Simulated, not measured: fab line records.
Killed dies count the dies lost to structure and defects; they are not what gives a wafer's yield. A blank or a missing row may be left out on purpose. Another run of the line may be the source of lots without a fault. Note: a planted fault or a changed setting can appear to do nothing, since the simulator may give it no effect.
Matching of chambers	flow n5Finfet	N5_STI_FIN_REVEAL_ALD_14 on aldSin-04: 4 sister chambers
The step deposits Si3N4, target thk 3 nm. 4 wafers are shown with their chamber, then 7 later ones without.

== WAFERS PAIRED WITH THEIR CHAMBERS ==
wafer	chamber	heaterPowerW (W)
L584.6	0	779
L589.2	3	810
L589.3	1	774
L591.2	2	974

== WAFERS WITHOUT THEIR CHAMBER ==
wafer	heaterPowerW (W)
L591.4	803
L591.5	951
L592.1	778
L592.4	785
L592.6	782
L593.4	782
L593.6	789

== WHICH CHAMBER EACH WENT THROUGH ==
wafer	from the rows above	in truth
L591.4	can't be placed: 3 or 0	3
L591.5	2	2
L592.1	can't be placed: 0 or 1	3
L592.4	can't be placed: 0 or 1 or 3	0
L592.6	can't be placed: 0 or 1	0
L593.4	can't be placed: 0 or 1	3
L593.6	can't be placed: 0 or 1 or 3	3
1 of 7 placed correctly. Not placeable from these rows: 6 (in 4, the candidates include the true chamber). Placed wrongly: 0.
How it was worked out, from the rows above alone: a wafer's distance from a chamber is the root of the sum, over the readings, of the square of ((its reading less the chamber's mean) divided by the reading's scatter). The wafer belongs to the nearest chamber; if the next one is less than 2 further off, it can't be placed. The mean given for a chamber averages the wafers shown for that chamber. The scatter: root of mean squared gap, hidden wafer to nearest shown wafer, with one shown wafer a chamber.
